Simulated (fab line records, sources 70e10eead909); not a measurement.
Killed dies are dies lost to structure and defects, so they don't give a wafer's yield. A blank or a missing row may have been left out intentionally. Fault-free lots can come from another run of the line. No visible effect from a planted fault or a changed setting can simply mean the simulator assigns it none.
The same fault as seen by 3 desks | flow nand_harc | every desk sees just its own numbers, and what lay behind them comes last

TOOL OWNER'S DESK, rie_diel-01
The tool's own readings at NHARC_A_SLIT_ETCH_15 (etches the open film in O2/COS, target depth 3200 nm, time 832 s): means of the sampled wafers that have a number, for each lot that ran on this tool. The brackets show how far a lot's mean lies from the usual mean; more than 4 standard deviations puts the lot out of limits, marked OUT.
Columns: A = chamber_pressure_mTorr at NHARC_A_SLIT_ETCH_15, usual 19.998 mTorr; B = drypump_motor_current_A at NHARC_A_SLIT_ETCH_15, usual 5.6 A; C = o2_flow_sccm at NHARC_A_SLIT_ETCH_15, usual 399.9 sccm; D = oes_product_au at NHARC_A_SLIT_ETCH_15, usual 1.000 a.u.; E = rf_vpp_V at NHARC_A_SLIT_ETCH_15, usual 313.9 V; F = showerhead_plenum_p_Torr at NHARC_A_SLIT_ETCH_15, usual 3.11 Torr; G = throttle_valve_pct at NHARC_A_SLIT_ETCH_15, usual 28.330 %
lot  | first seen here | A      | B   | C     | D     | E     | F    | G
L265 | day 14 15:02    | 19.994 | 5.6 | 400.6 | 0.995 | 313.1 | 3.08 | 28.328
L269 | day 14 23:59    | 19.998 | 5.7 | 401.4 | 0.994 | 312.2 | 2.99 | 28.329
L270 | day 15 14:15    | 20.014 | 5.9 | 399.6 | 1.012 | 312.6 | 3.03 | 28.326
L274 | day 16 22:41    | 20.006 | 5.8 | 400.3 | 0.995 | 312.2 | 3.03 | 28.324
L279 | day 17 16:42    | 19.992 | 5.8 | 400.0 | 1.001 | 313.2 | 3.03 | 28.326
L280 | day 17 18:26    | 19.992 | 6.3 | 399.5 | 1.003 | 313.5 | 3.11 | 28.322
This desk found nothing out of limits on any of the 6 lots.

METROLOGY DESK
What the gauges read, lot by lot, whatever tool the lot ran on: means of the sampled wafers that have a number. The brackets show how far a lot's mean lies from the usual mean; more than 4 standard deviations puts the lot out of limits, marked OUT.
Columns: A = cd_nm at NHARC_A_SLIT_CD_MEAS_21, usual 289.5 nm
lot  | first seen here | A
L265 | day 14 18:11    | 289.5
L268 | day 15 00:29    | 291.1
L269 | day 15 03:14    | 290.1
L266 | day 15 03:29    | 289.9
L270 | day 15 17:32    | 290.1
L274 | day 17 02:04    | 289.2
L279 | day 17 19:59    | 288.7
L278 | day 17 21:29    | 288.5
L280 | day 17 21:55    | 289.8
L277 | day 17 23:37    | 289.0
L287 | day 20 21:37    | 289.4
This desk found nothing out of limits on any of the 11 lots.

THE DEFECT DESK
Per lot, the means of the sampled wafers with a number show what the inspections along the route counted. The brackets show how far a lot's mean lies from the usual mean; more than 4 standard deviations puts the lot out of limits, marked OUT.
Columns: A = raw_defect_count at NHARC_A_SLIT_INSPECT_11, usual 23; B = raw_defect_count at NHARC_A_SIN_REMOVE_INSPECT_04, usual 315
lot  | first seen here | A  | B
L265 | day 14 14:41    | 25 | 236
L268 | day 14 19:32    | 23 | 260
L269 | day 14 23:42    | 8  | 339
L266 | day 15 00:00    | 19 | 257
L270 | day 15 13:55    | 28 | 357
L274 | day 16 22:26    | 13 | 276
L279 | day 17 16:22    | 37 | 762 (+4.5) OUT
L278 | day 17 17:25    | 31 | 270
L280 | day 17 18:11    | 14 | 787 (+4.7) OUT
L277 | day 17 20:07    | 26 | 337
L287 | day 20 18:09    | 25 | 232
This desk's verdict: out of limits on L279, L280, starting with L279 at day 18 03:24 (raw_defect_count at NHARC_A_SIN_REMOVE_INSPECT_04). In limits: L265, L268, L269, L266, L270, L274, L278, L277, L287.

BROUGHT TOGETHER
The defect desk could have raised an alarm at day 18 03:24, on L279, L280.
The desk of the tool owner found nothing out of limits.
The metrology desk saw nothing out of limits.
Tool owner's desk: L279, L280 on record, inside its limits.
The metrology desk has L279, L280 on record, within its limits.
Every lot named ran NHARC_A_SLIT_ETCH_15 on rie_diel-01.

WHAT THE SIMULATOR HAD PUT IN
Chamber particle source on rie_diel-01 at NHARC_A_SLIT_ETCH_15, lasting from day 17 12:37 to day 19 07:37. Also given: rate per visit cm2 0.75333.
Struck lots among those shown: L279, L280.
Hours from the fault's start to each desk's first reading out of limits: the defect desk, 15.
